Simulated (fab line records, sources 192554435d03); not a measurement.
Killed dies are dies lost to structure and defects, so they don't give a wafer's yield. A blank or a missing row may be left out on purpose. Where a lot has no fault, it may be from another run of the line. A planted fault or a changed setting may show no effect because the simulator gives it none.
The tool behind it: which one? | flow n5Finfet | 24 lots, 72 wafers sampled, at 3 steps of a route of 1938

WHAT EACH GAUGE READ, for each wafer
N5_BEOL_M9_RS_MEAS_57: measures by four-point-probe.
lot  | measured     | on           | M9_RS (ohm/sq)
L074 | day 9 15:38  | filmMetro-01 | 0.150 0.144 0.148
L075 | day 10 00:37 | filmMetro-01 | 0.145 0.147 0.148
L076 | day 10 03:20 | filmMetro-01 | 0.146 0.148 0.147
L077 | day 10 19:29 | filmMetro-01 | 0.148 0.146 0.148
L079 | day 11 02:39 | filmMetro-01 | 0.149 0.147 0.149
L078 | day 11 02:42 | filmMetro-01 | 0.150 0.152 0.148
L082 | day 11 05:06 | filmMetro-02 | 0.146 0.151 0.147
L080 | day 11 11:30 | filmMetro-02 | 0.152 0.148 0.154
L081 | day 11 20:58 | filmMetro-02 | 0.148 0.147 0.148
L083 | day 11 21:35 | filmMetro-02 | 0.149 0.155 0.148
L084 | day 12 13:46 | filmMetro-01 | 0.150 0.148 0.150
L085 | day 12 15:08 | filmMetro-01 | 0.148 0.147 0.148
L086 | day 13 09:00 | filmMetro-01 | 0.148 0.148 0.151
L087 | day 13 11:23 | filmMetro-01 | 0.158 0.153 0.158
L088 | day 13 11:32 | filmMetro-01 | 0.149 0.148 0.149
L089 | day 13 13:20 | filmMetro-02 | 0.154 0.148 0.153
L090 | day 13 18:43 | filmMetro-01 | 0.149 0.147 0.147
L091 | day 13 20:31 | filmMetro-01 | 0.146 0.147 0.149
L092 | day 14 13:58 | filmMetro-01 | 0.159 0.157 0.152
L093 | day 14 18:37 | filmMetro-02 | 0.150 0.148 0.147
L095 | day 15 11:33 | filmMetro-01 | 0.150 0.149 0.152
L094 | day 15 11:49 | filmMetro-02 | 0.147 0.151 0.145
L096 | day 15 15:08 | filmMetro-02 | 0.147 0.147 0.147
L097 | day 16 09:47 | filmMetro-02 | 0.156 0.145 0.155

N5_BEOL_M10_CD_MEAS_11: the cd target is 64.1 nm.
lot  | measured     | on       | cdNm (nm)
L074 | day 9 17:35  | cdSem-02 | 64.8 63.9 64.7
L075 | day 10 03:50 | cdSem-03 | 64.2 63.4 63.8
L076 | day 10 04:59 | cdSem-01 | 63.8 63.3 64.0
L077 | day 11 00:07 | cdSem-03 | 64.2 63.8 64.5
L079 | day 11 04:47 | cdSem-03 | 63.3 62.6 62.7
L078 | day 11 04:52 | cdSem-03 | 64.5 63.8 64.4
L082 | day 11 07:43 | cdSem-01 | 64.5 64.3 65.1
L080 | day 11 12:44 | cdSem-03 | 65.0 64.3 65.4
L081 | day 12 01:22 | cdSem-03 | 64.6 64.3 65.0
L083 | day 12 01:36 | cdSem-02 | 64.3 64.9 63.3
L084 | day 12 15:46 | cdSem-01 | 64.5 63.7 64.2
L085 | day 12 17:26 | cdSem-03 | 65.5 64.8 64.0
L086 | day 13 10:34 | cdSem-03 | 64.4 64.3 64.7
L087 | day 13 14:01 | cdSem-01 | 63.7 63.8 63.6
L088 | day 13 14:11 | cdSem-01 | 64.0 64.6 64.6
L089 | day 13 14:41 | cdSem-01 | 64.9 64.6 64.7
L090 | day 13 22:01 | cdSem-03 | 64.3 64.8 64.3
L091 | day 13 22:26 | cdSem-03 | 64.0 64.2 63.8
L092 | day 14 15:54 | cdSem-02 | 64.0 63.9 63.2
L093 | day 14 21:47 | cdSem-01 | 64.2 63.7 64.0
L095 | day 15 14:38 | cdSem-03 | 63.7 63.1 63.4
L094 | day 15 14:58 | cdSem-02 | 64.1 64.1 63.7
L096 | day 15 18:06 | cdSem-03 | 64.4 63.9 63.9
L097 | day 16 12:22 | cdSem-03 | 64.4 64.1 64.3

N5_BEOL_M10_OVL_MEAS_29.
lot  | measured     | on         | V9_OVL (nm)
L074 | day 9 21:53  | overlay-02 | -1.0 0.4 -0.1
L075 | day 10 06:11 | overlay-01 | -0.6 -2.6 -1.4
L076 | day 10 06:21 | overlay-01 | 0.6 1.0 -0.4
L077 | day 11 01:16 | overlay-02 | -1.0 -0.4 -1.5
L079 | day 11 08:40 | overlay-01 | -1.4 -1.6 -0.8
L078 | day 11 08:31 | overlay-02 | 0.4 1.0 0.2
L082 | day 11 08:59 | overlay-02 | 0.6 -0.4 0.3
L080 | day 11 15:53 | overlay-02 | -1.1 1.0 0.5
L081 | day 12 02:38 | overlay-02 | 0.0 0.8 0.7
L083 | day 12 02:41 | overlay-02 | 0.2 -0.2 0.0
L084 | day 12 18:43 | overlay-01 | -0.8 -0.5 -0.4
L085 | day 12 18:53 | overlay-01 | -1.0 -1.3 -0.5
L086 | day 13 13:04 | overlay-01 | 1.0 0.7 1.5
L087 | day 13 15:53 | overlay-01 | 0.9 0.8 0.9
L088 | day 13 16:04 | overlay-01 | -0.5 -0.6 -1.8
L089 | day 13 16:14 | overlay-02 | -0.8 -0.8 0.1
L090 | day 14 00:28 | overlay-01 | 0.7 1.1 1.5
L091 | day 14 00:17 | overlay-02 | 0.2 1.7 0.1
L092 | day 14 16:45 | overlay-02 | -0.5 -0.8 -0.3
L093 | day 15 00:22 | overlay-01 | 0.2 0.9 0.3
L095 | day 15 17:13 | overlay-01 | -1.0 -1.2 -1.0
L094 | day 15 17:23 | overlay-02 | -1.2 0.5 -0.2
L096 | day 15 20:49 | overlay-02 | 0.7 0.7 -0.3
L097 | day 16 15:35 | overlay-01 | -0.2 0.5 -0.8

WHICH TOOL RAN EACH LOT (tool, then ch and the chambers of the sampled wafers, then the start)
Record: no process step prior to these readings.

WHAT THE TOOLS THEMSELVES READ (means of the sampled wafers that have a number; where no wafer has one, the mark that the record gives instead)
The record holds no such reading with a usual standard deviation.

THE ANSWER, worked out from the rows above alone
Rule: the lots themselves supply what counts as usual. The widest of any qualifying gaps counts: lots, ordered by their means at a reading, are off when they make up no more than a third of the lots, leave a main group of 4 or more, and stand apart from it by 3 or more times the standard deviation of that group's means. Not used: any main group whose means are identical at the precision the tables above print for the reading. Also off: a lot with no number at a reading for which 4 or more lots have one. The other lots that the step has rows for count as sound. After the gauges, taken in route order, come the tools' own readings; for these a lot's mean is taken, as printed above. The first step at which some lot is off is used, and at that step the reading that is off furthest; a lot without a number counts as furthest.
Nothing can be told from this: no lot is off at any reading shown.

WHAT HAD BEEN PUT IN BY THE SIMULATOR
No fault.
